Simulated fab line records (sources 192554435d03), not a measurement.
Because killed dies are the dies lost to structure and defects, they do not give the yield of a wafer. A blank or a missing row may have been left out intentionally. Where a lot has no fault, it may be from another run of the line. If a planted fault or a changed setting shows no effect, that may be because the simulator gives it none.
fab line records + flow n5_finfet
[record]
- lots = 13
- wafers = 35
- last_day = 17
route steps=1938 shown PASS1_CAP@1874 TV_LITHO@1885 PAD_METAL@1894 PASSIVATION@1910
lots with no fault: from the same line, run without faults
start_h: hours from the record's first day to the start of the lot's first wafer shown + wait_h: hours since the lot's step before + " the same as in the row above + L1.1+2: a single row standing in for several wafers + - no value present, or no start provided + * or withheld: withheld + < > ~ a bound
route shown NAME@n: a module of which the file shows steps, and the number in the route of the first + usual: mean/standard deviation taken from wafers without a fault + same: alike in all rows + chamber/n: place in a boat + sites: each site's reading + _std_site: how widely they spread, as a standard deviation + _edge_site: mean of outer sites minus mean of inner sites + radius_mm: for every site, how far away it sits from the centre of the wafer + mask NAME#n: copy n + behind: the last tool/chamber to shape the wafer + hold: what put the lot on hold/how long, in hours/how the hold closed + device: transistor that didn't switch, given as n, p or np + end of line: the same wafers' tests at the end of the route + a step given without rows: its recipe and nothing more + killed: count of dies lost to structure and defects at first sort (not the wafer's yield) + map: the dies of a wafer, with x for killed, . for not killed, _ for no die there
set.NAME: the setting as run; set.NAME@STEP: as run at that earlier step + model.NAME: the simulator's own value behind a step, which no gauge read
the route's steps for a sample of lots (tables are steps, rows are wafers)
services: from which hour (start_h, from the record's first day; less than 0 if before it) a tool's chamber was out of use, for how many hours, and why
[[steps]]
[step N5_PASSIVATION_PECVD_01]
[recipe]
- material = SiNx
- target_thk_a = 2000
- temp_c = 400
- precursor = SiH4/NH3/N2
- pressure_torr = 4.9
- rf_w = 1406
- time_s = 43.2
[usual]
- heater_power_outer_w = 163/55
- heater_power_w = 383/91
- showerhead_plenum_p_Torr = 8.64/0.039
- throttle_valve_pct = 28.6/2.4
| lot.wafer | tool     | chamber | start_h | wait_h | heater_power_outer_w | heater_power_w | showerhead_plenum_p_Torr | throttle_valve_pct |
|-----------|----------|---------|---------|--------|----------------------|----------------|--------------------------|--------------------|
| L217.3    | pecvd-01 | 2       | 249.47  | 0.0    | 171                  | 439            | 8.71                     | 25.3               |
| L217.5    | "        | 1       | "       | "      | 163                  | 423            | 8.63                     | 33.5               |
| L217.6    | "        | 0       | "       | "      | 155                  | 407            | 8.61                     | 26.8               |
| L219.3    | pecvd-02 | 1       | 266.47  | 0.0    | 76                   | 262            | 8.66                     | 30.4               |
| L219.4    | "        | 1       | "       | "      | 89                   | 290            | 8.66                     | 30.4               |
| L219.6    | "        | 2       | "       | "      | 115                  | 293            | 8.60                     | 26.9               |
| L220.2    | pecvd-01 | 2       | 276.19  | 0.0    | 228                  | 523            | 8.71                     | 25.4               |
| L220.5    | "        | 2       | "       | "      | 233                  | 521            | 8.71                     | 25.4               |
| L221.1    | pecvd-03 | 2       | 287.00  | 0.0    | 57                   | 178            | 8.65                     | 29.6               |
| L221.3    | "        | 0       | "       | "      | 191                  | 364            | 8.64                     | 28.7               |
| L221.6    | "        | 2       | "       | "      | 67                   | 181            | 8.69                     | 29.8               |
| L222.1    | pecvd-03 | 1       | 290.73  | 0.0    | 169                  | 391            | 8.59                     | 26.9               |
| L222.3    | "        | 0       | "       | "      | 239                  | 436            | 8.68                     | 28.9               |
| L222.5    | "        | 2       | "       | "      | 116                  | 242            | 8.68                     | 29.6               |
| L223.1    | pecvd-01 | 2       | 296.83  | 0.0    | 214                  | 496            | 8.70                     | 25.4               |
| L223.2    | "        | 1       | "       | "      | 118                  | 359            | 8.60                     | 33.3               |
| L223.4    | "        | 1       | "       | "      | 126                  | 364            | 8.61                     | 33.4               |
| L224.2    | pecvd-02 | 2       | 299.13  | 0.0    | 96                   | 259            | 8.63                     | 27.1               |
| L224.5    | "        | 0       | "       | "      | 192                  | 410            | 8.61                     | 29.1               |
| L224.6    | "        | 2       | "       | "      | 100                  | 271            | 8.62                     | 26.9               |
| L227.3    | pecvd-02 | 2       | 314.76  | 0.0    | 145                  | 337            | 8.61                     | 26.9               |
| L227.4    | "        | 2       | "       | "      | 151                  | 333            | 8.63                     | 27.1               |
| L227.6    | "        | 0       | "       | "      | 197                  | 431            | 8.62                     | 29.3               |
| L231.3    | pecvd-01 | 2       | 342.43  | 0.0    | 127                  | 379            | 8.73                     | 25.5               |
| L231.5    | "        | 0       | "       | "      | 213                  | 480            | 8.59                     | 26.9               |
| L233.5    | pecvd-01 | 2       | 345.24  | 0.0    | 194                  | 464            | 8.71                     | 25.5               |
| L233.6    | "        | 0       | "       | "      | 174                  | 437            | 8.60                     | 26.7               |
| L232.5    | pecvd-02 | 1       | 348.01  | 0.0    | 120                  | 308            | 8.66                     | 30.4               |
| L232.6    | "        | 2       | "       | "      | 117                  | 300            | 8.62                     | 27.2               |
| L239.2    | pecvd-03 | 0       | 387.58  | 0.0    | 262                  | 444            | 8.63                     | 28.7               |
| L239.4    | "        | 1       | "       | "      | 277                  | 540            | 8.59                     | 26.7               |
| L239.5    | "        | 0       | "       | "      | 264                  | 474            | 8.66                     | 28.6               |
| L240.1    | pecvd-01 | 2       | 396.52  | 0.0    | 224                  | 516            | 8.72                     | 25.4               |
| L240.3    | "        | 0       | "       | "      | 209                  | 486            | 8.61                     | 26.9               |
| L240.5    | "        | 0       | "       | "      | 93                   | 326            | 8.59                     | 26.8               |
[step N5_PASSIVATION_INSPECT_61]
[recipe]
- mode = adi
- inspect_instrument = macro
[usual]
- raw_defect_count = 2.0/1.4
| lot.wafer | tool              | chamber | start_h | wait_h | raw_defect_count |
|-----------|-------------------|---------|---------|--------|------------------|
| L217.3    | defect_inspect-01 | -       | 250.07  | 0.0    | 2                |
| L217.5    | "                 | -       | "       | "      | 0                |
| L217.6    | "                 | -       | "       | "      | 3                |
| L219.3    | defect_inspect-01 | -       | 268.72  | 0.0    | 2                |
| L219.4    | "                 | -       | "       | "      | 3                |
| L219.6    | "                 | -       | "       | "      | 2                |
| L220.2    | defect_inspect-01 | -       | 277.86  | 0.0    | 2                |
| L220.5    | "                 | -       | "       | "      | 2                |
| L221.1    | defect_inspect-02 | -       | 287.86  | 0.0    | 2                |
| L221.3    | "                 | -       | "       | "      | 1                |
| L221.6    | "                 | -       | "       | "      | 1                |
| L222.1    | defect_inspect-02 | -       | 291.64  | 0.0    | 2                |
| L222.3    | "                 | -       | "       | "      | 0                |
| L222.5    | "                 | -       | "       | "      | 1                |
| L223.1    | defect_inspect-01 | -       | 299.08  | 0.0    | 3                |
| L223.2    | "                 | -       | "       | "      | 2                |
| L223.4    | "                 | -       | "       | "      | 1                |
| L224.2    | defect_inspect-02 | -       | 299.55  | 0.0    | 2                |
| L224.5    | "                 | -       | "       | "      | 4                |
| L224.6    | "                 | -       | "       | "      | 2                |
| L227.3    | defect_inspect-01 | -       | 315.27  | 0.0    | 1                |
| L227.4    | "                 | -       | "       | "      | 0                |
| L227.6    | "                 | -       | "       | "      | 2                |
| L231.3    | defect_inspect-01 | -       | 345.10  | 0.0    | 7                |
| L231.5    | "                 | -       | "       | "      | 3                |
| L233.5    | defect_inspect-01 | -       | 346.45  | 0.0    | 3                |
| L233.6    | "                 | -       | "       | "      | 1                |
| L232.5    | defect_inspect-01 | -       | 348.55  | 0.0    | 2                |
| L232.6    | "                 | -       | "       | "      | 1                |
| L239.2    | defect_inspect-01 | -       | 388.00  | 0.0    | 0                |
| L239.4    | "                 | -       | "       | "      | 0                |
| L239.5    | "                 | -       | "       | "      | 3                |
| L240.1    | defect_inspect-01 | -       | 400.43  | 0.0    | 2                |
| L240.3    | "                 | -       | "       | "      | 1                |
| L240.5    | "                 | -       | "       | "      | 0                |
[step N5_PASSIVATION_PRE_CLEAN_19]
[recipe]
- gas = H2/He
- time_s = *
- temp_c = *
[usual]
- heater_power_w = 444/29
| lot.wafer | tool           | chamber | start_h | wait_h | heater_power_w |
|-----------|----------------|---------|---------|--------|----------------|
| L217.3    | pvd_sputter-03 | -       | 250.85  | 0.0    | 479            |
| L217.5    | "              | -       | "       | "      | 481            |
| L217.6    | "              | -       | "       | "      | 457            |
| L219.3    | pvd_sputter-01 | -       | 269.94  | 0.0    | 448            |
| L219.4    | "              | -       | "       | "      | 413            |
| L219.6    | "              | -       | "       | "      | 446            |
| L220.2    | pvd_sputter-01 | -       | 278.92  | 0.0    | 426            |
| L220.5    | "              | -       | "       | "      | 460            |
| L221.1    | pvd_sputter-01 | -       | 288.79  | 0.0    | 462            |
| L221.3    | "              | -       | "       | "      | 447            |
| L221.6    | "              | -       | "       | "      | 430            |
| L222.1    | pvd_sputter-02 | -       | 292.50  | 0.0    | 404            |
| L222.3    | "              | -       | "       | "      | 441            |
| L222.5    | "              | -       | "       | "      | 429            |
| L223.1    | pvd_sputter-03 | -       | 300.22  | 0.0    | 392            |
| L223.2    | "              | -       | "       | "      | 490            |
| L223.4    | "              | -       | "       | "      | 503            |
| L224.2    | pvd_sputter-01 | -       | 300.63  | 0.0    | 456            |
| L224.5    | "              | -       | "       | "      | 418            |
| L224.6    | "              | -       | "       | "      | 463            |
| L227.3    | pvd_sputter-01 | -       | 316.93  | 0.0    | 453            |
| L227.4    | "              | -       | "       | "      | 420            |
| L227.6    | "              | -       | "       | "      | 416            |
| L231.3    | pvd_sputter-02 | -       | 346.31  | 0.0    | 463            |
| L231.5    | "              | -       | "       | "      | 396            |
| L233.5    | pvd_sputter-03 | -       | 347.49  | 0.0    | 479            |
| L233.6    | "              | -       | "       | "      | 456            |
| L232.5    | pvd_sputter-01 | -       | 349.37  | 0.0    | 448            |
| L232.6    | "              | -       | "       | "      | 455            |
| L239.2    | pvd_sputter-02 | -       | 389.25  | 0.0    | 399            |
| L239.4    | "              | -       | "       | "      | 403            |
| L239.5    | "              | -       | "       | "      | 397            |
| L240.1    | pvd_sputter-03 | -       | 401.48  | 0.0    | 414            |
| L240.3    | "              | -       | "       | "      | 477            |
| L240.5    | "              | -       | "       | "      | 456            |
[step N5_PASSIVATION_ETCH_59]
[recipe]
- chemistry = Cl2/BCl3
- target = TaN
- target_depth_a = 650
- time_s = 34.9
- ion_energy_ev = 100
- pressure_mtorr = 10
- icp_w = 900
- bias_w = 100
- Cl2_flow_sccm = 60
- bcl3_flow_sccm = 30
[usual]
- bcl3_flow_sccm = 30.00/0.084
- drypump_motor_current_A = 6.0/0.41
- mfc_cl2_sccm = 59.97/0.2
- oes_product_au = 0.78/0.036
- throttle_valve_pct = 21.14/0.16
| lot.wafer | tool         | chamber | start_h | wait_h | bcl3_flow_sccm | drypump_motor_current_A | mfc_cl2_sccm | oes_product_au | rf_hours_counter_h | throttle_valve_pct |
|-----------|--------------|---------|---------|--------|----------------|-------------------------|--------------|----------------|--------------------|--------------------|
| L217.3    | rie_metal-01 | 1       | 252.19  | 0.2    | 29.98          | 5.8                     | 59.78        | 0.77           | -                  | 21.11              |
| L217.5    | "            | 1       | "       | "      | 30.05          | 5.8                     | 59.61        | 0.77           | -                  | 21.11              |
| L217.6    | "            | 0       | "       | "      | 30.08          | 5.8                     | 59.58        | 0.78           | -                  | 21.05              |
| L219.3    | rie_metal-01 | 0       | 271.16  | 0.2    | 30.01          | 5.8                     | 60.04        | 0.78           | -                  | 21.07              |
| L219.4    | "            | 1       | "       | "      | 30.05          | 5.8                     | 60.08        | 0.76           | -                  | 21.11              |
| L219.6    | "            | 0       | "       | "      | 29.96          | 5.8                     | 60.01        | 0.77           | -                  | 21.02              |
| L220.2    | rie_metal-03 | 0       | 280.11  | 0.3    | 29.85          | 6.5                     | 59.76        | 0.80           | 30                 | 21.07              |
| L220.5    | "            | 1       | "       | "      | 29.98          | 6.1                     | 59.96        | 0.86           | -                  | 21.48              |
| L221.1    | rie_metal-03 | 0       | 290.10  | 0.3    | 29.90          | 6.5                     | 59.52        | 0.80           | 31                 | 21.09              |
| L221.3    | "            | 0       | "       | "      | 30.22          | 6.5                     | 59.30        | 0.79           | -                  | 21.10              |
| L221.6    | "            | 0       | "       | "      | 30.11          | 6.5                     | 59.95        | 0.80           | -                  | 21.09              |
| L222.1    | rie_metal-03 | 1       | 293.82  | 0.3    | 30.05          | 6.1                     | 59.91        | 0.86           | 13                 | 21.49              |
| L222.3    | "            | 1       | "       | "      | 30.12          | 6.2                     | 59.61        | 0.86           | -                  | 21.49              |
| L222.5    | "            | 1       | "       | "      | 30.15          | 6.1                     | 59.61        | 0.86           | -                  | 21.47              |
| L223.1    | rie_metal-02 | 1       | 301.53  | 0.3    | 30.10          | 5.2                     | 59.74        | 0.81           | 36                 | 21.10              |
| L223.2    | "            | 0       | "       | "      | 29.89          | 6.4                     | 60.21        | 0.75           | 51                 | 20.96              |
| L223.4    | "            | 1       | "       | "      | 30.02          | 5.2                     | 59.99        | 0.81           | -                  | 21.10              |
| L224.2    | rie_metal-03 | 0       | 302.07  | 0.3    | 29.88          | 6.5                     | 60.15        | 0.80           | 34                 | 21.06              |
| L224.5    | "            | 0       | "       | "      | 29.92          | 6.5                     | 59.97        | 0.80           | -                  | 21.07              |
| L224.6    | "            | 1       | "       | "      | 29.95          | 6.2                     | 60.07        | 0.85           | -                  | 21.50              |
| L227.3    | rie_metal-02 | 1       | 323.85  | 0.2    | 29.94          | 5.2                     | 59.97        | 0.81           | -                  | 21.10              |
| L227.4    | "            | 0       | "       | "      | 30.05          | 6.4                     | 59.80        | 0.73           | -                  | 20.97              |
| L227.6    | "            | 0       | "       | "      | 29.98          | 6.4                     | 59.66        | 0.73           | -                  | 20.97              |
| L231.3    | rie_metal-01 | 0       | 347.79  | 0.2    | 29.97          | 5.8                     | 59.80        | 1.03           | -                  | 20.43              |
| L231.5    | "            | 0       | "       | "      | 29.96          | 5.8                     | 59.70        | 0.77           | -                  | 21.05              |
| L233.5    | rie_metal-01 | 0       | 348.72  | 0.1    | 30.07          | 5.8                     | 59.82        | 0.76           | -                  | 21.07              |
| L233.6    | "            | 1       | "       | "      | 30.10          | 5.8                     | 59.98        | 0.99           | -                  | 20.56              |
| L232.5    | rie_metal-01 | 1       | 351.32  | 0.1    | 30.00          | 5.8                     | 60.07        | 0.75           | -                  | 21.12              |
| L232.6    | "            | 0       | "       | "      | 30.02          | 5.8                     | 59.91        | 1.00           | -                  | 20.46              |
| L239.2    | rie_metal-03 | 0       | 390.44  | 0.3    | 29.99          | 6.5                     | 59.83        | 0.76           | 41                 | 21.10              |
| L239.4    | "            | 0       | "       | "      | 30.04          | 6.4                     | 59.78        | 0.77           | -                  | 21.12              |
| L239.5    | "            | 0       | "       | "      | 29.86          | 6.4                     | 59.81        | 0.77           | -                  | 21.11              |
| L240.1    | rie_metal-02 | 0       | 402.85  | 0.3    | 30.08          | 6.4                     | 59.69        | 0.72           | 61                 | 20.98              |
| L240.3    | "            | 1       | "       | "      | 30.13          | 5.2                     | 59.76        | 0.78           | -                  | 21.14              |
| L240.5    | "            | 1       | "       | "      | 30.06          | 5.2                     | 59.77        | 0.79           | -                  | 21.12              |
[step N5_PASSIVATION_PROBE_49]
[usual]
- defect_limited_yield = 90.9/1.5
- killed_at_M0_to_M3 = 36/9.9
- killed_at_M4_up = 13/4.5
- killed_at_contacts = 13/6.4
- killed_at_front_end = 42/12
- killed_at_other = 3.4/3
- killed_dies = 107/18
- killed_open = 69/13
- killed_short = 35/8.2
- sort_bin_5_function = 5.3/1.1
- sort_bin_6_memory = 3.4/0.69
- sort_n_pass = 1073/18
- sort_yield_pct = 90.9/1.5
[same]
- gross_dies = 1180
- killed_at_back_side = 0
- sort_bin_4_leakage[%] = 0
- sort_bin_8_speed[%] = 0
| lot.wafer | tool      | chamber | start_h | wait_h | defect_limited_yield[%] | killed_at_M0_to_M3 | killed_at_M4_up | killed_at_contacts | killed_at_front_end | killed_at_other | killed_dies | killed_open | killed_short | sort_bin_5_function[%] | sort_bin_6_memory[%] | sort_n_pass | sort_yield_pct[%] |
|-----------|-----------|---------|---------|--------|-------------------------|--------------------|-----------------|--------------------|---------------------|-----------------|-------------|-------------|--------------|------------------------|----------------------|-------------|-------------------|
| L219.3    | prober-01 | -       | 275.61  | 0.1    | 89.8                    | 50                 | 13              | 6                  | 46                  | 5               | 120         | 67          | 52           | 6.4                    | 3.4                  | 1060        | 89.8              |
| L219.4    | prober-01 | -       | 275.66  | 0.2    | 90.4                    | 34                 | 12              | 15                 | 41                  | 11              | 113         | 63          | 50           | 5.9                    | 3.3                  | 1067        | 90.4              |
| L219.6    | prober-01 | -       | 275.76  | 0.3    | 89.2                    | 46                 | 13              | 12                 | 53                  | 3               | 127         | 66          | 53           | 4.6                    | 5.1                  | 1053        | 89.2              |
| L231.3    | prober-01 | -       | 352.18  | 0.1    | 90.0                    | 52                 | 13              | 3                  | 44                  | 6               | 118         | 70          | 40           | 5.1                    | 4.2                  | 1062        | 90.0              |
| L231.5    | prober-01 | -       | 352.28  | 0.2    | 91.9                    | 34                 | 10              | 5                  | 43                  | 3               | 95          | 52          | 34           | 5.0                    | 2.3                  | 1085        | 91.9              |
| L232.5    | prober-02 | -       | 356.18  | 0.2    | 88.4                    | 54                 | 14              | 14                 | 55                  | 0               | 137         | 90          | 42           | 6.9                    | 3.8                  | 1043        | 88.4              |
| L232.6    | prober-02 | -       | 356.23  | 0.3    | 91.8                    | 34                 | 12              | 14                 | 36                  | 1               | 97          | 70          | 25           | 5.3                    | 2.5                  | 1083        | 91.8              |
// killed by level:class
L219.3 BEOL_M0_SAQP:geometric_particle:short=17 FIN_SAQP:geometric_particle:short=12 BEOL_M0_SAQP:geometric_particle:open=12 BEOL_M2:geometric_particle:open=9 FIN_SAQP:geometric_particle:open=8 DUMMY_GATE:geometric_particle:open=5 MOL_CONTACT_COAG:geometric_particle:open=5 ILD0:geometric_particle:short=4
L219.4 MOL_CONTACT_COAG:geometric_particle:open=12 BEOL_M0_SAQP:geometric_particle:open=9 BEOL_M0_SAQP:geometric_particle:short=8 FIN_SAQP:geometric_particle:short=7 FIN_SAQP:geometric_particle:open=6 BEOL_M4:geometric_particle:open=6 STI_FIN_REVEAL:geometric_particle:open=5 GATE_CUT:geometric_particle:short=5
L219.6 BEOL_M0_SAQP:geometric_particle:open=14 BEOL_M0_SAQP:geometric_particle:short=12 FIN_SAQP:geometric_particle:short=10 MOL_CONTACT_COAG:geometric_particle:open=10 FIN_SAQP:geometric_particle:open=9 HKMG_FIN:area_etch=8 GATE_CUT:geometric_particle:short=6 BEOL_M4:geometric_particle:short=5
L231.3 BEOL_M0_SAQP:geometric_particle:short=17 BEOL_M0_SAQP:geometric_particle:open=13 BEOL_M2:geometric_particle:open=12 FIN_SAQP:geometric_particle:open=9 STI_FIN_REVEAL:geometric_particle:open=8 DUMMY_GATE:geometric_particle:open=6 BEOL_M4:geometric_particle:open=5 FIN_SAQP:geometric_particle:short=4
L231.5 FIN_SAQP:geometric_particle:short=8 BEOL_M0_SAQP:geometric_particle:short=8 STI_FIN_REVEAL:geometric_particle:open=7 BEOL_M2:geometric_particle:open=7 HKMG_FIN:area_etch=7 FIN_SAQP:geometric_particle:open=5 DUMMY_GATE:geometric_particle:open=5 GATE_CUT:geometric_particle:short=4
L232.5 BEOL_M0_SAQP:geometric_particle:short=17 STI_FIN_REVEAL:geometric_particle:open=14 BEOL_M0_SAQP:geometric_particle:open=14 MOL_CONTACT_COAG:geometric_particle:open=13 FIN_SAQP:geometric_particle:open=11 BEOL_M3:geometric_particle:open=7 DUMMY_GATE:geometric_particle:open=6 BEOL_M1:geometric_particle:open=5
L232.6 MOL_CONTACT_COAG:geometric_particle:open=13 FIN_SAQP:geometric_particle:open=11 STI_FIN_REVEAL:geometric_particle:open=7 BEOL_M1:geometric_particle:open=7 BEOL_M0_SAQP:geometric_particle:open=6 BEOL_M2:geometric_particle:open=5 BEOL_M0_SAQP:geometric_particle:short=4 BEOL_M3:geometric_particle:open=4
[[services]]
| tool           | chamber | start_h | hours | kind                          |
|----------------|---------|---------|-------|-------------------------------|
| pecvd-03       | 2       | 228.10  | 7.4   | repair                        |
| pecvd-02       | 0       | 238.79  | 12.3  | repair                        |
| rie_metal-03   | -       | 249.95  | 2.8   | pm                            |
| pecvd-01       | 0       | 276.77  | 4.4   | repair                        |
| pecvd-01       | 0       | 289.85  | 5.5   | scheduled_down                |
| rie_metal-02   | -       | 293.03  | 1.4   | pm                            |
| pecvd-03       | -       | 305.30  | 1.0   | repair                        |
| pecvd-03       | -       | 330.53  | 1.1   | repair                        |
| pecvd-02       | 0       | 342.26  | 4.8   | repair                        |
| pecvd-03       | 2       | 377.92  | 5.5   | scheduled_down                |
| pecvd-02       | 0       | 380.25  | 5.5   | scheduled_down                |
| pvd_sputter-02 | -       | 396.91  | 3.8   | repair                        |
| pecvd-03       | 1       | 400.07  | 2.1   | scheduled_down                |
| pecvd-03       | 1       | 402.23  | -     | clean                         |
| pecvd-03       | 1       | 402.23  | -     | consumable_replace:showerhead |
[[key]]
[first_sign]
- step = N5_PASSIVATION_ETCH_59
- reading = oes_product_au
- direction = up
- sigmas = 6.3
- usual = 0.78
- struck = 1.01
[effect]
- step = N5_PASSIVATION_ETCH_59
- reading = throttle_valve_pct
- direction = down
- sigmas = 4.1
- usual = *
- struck = *
met_at N5_PASSIVATION_ETCH_59
struck_lots L231,L232,L233
struck_wafers L231.3,L232.6,L233.6
not_acting_at N5_PASSIVATION_PECVD_01,N5_PASSIVATION_INSPECT_61,N5_PASSIVATION_PRE_CLEAN_19
onset_between 271.16 347.79
[fault]
- kind = process_parameter_drift
- tool = rie_metal-01
- chamber = -
- onset_h = 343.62
- steps = N5_PASSIVATION_ETCH_59
- channel = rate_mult
- offset = 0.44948
- shape = step
- end_h = 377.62
- scope = struck_wafers_only
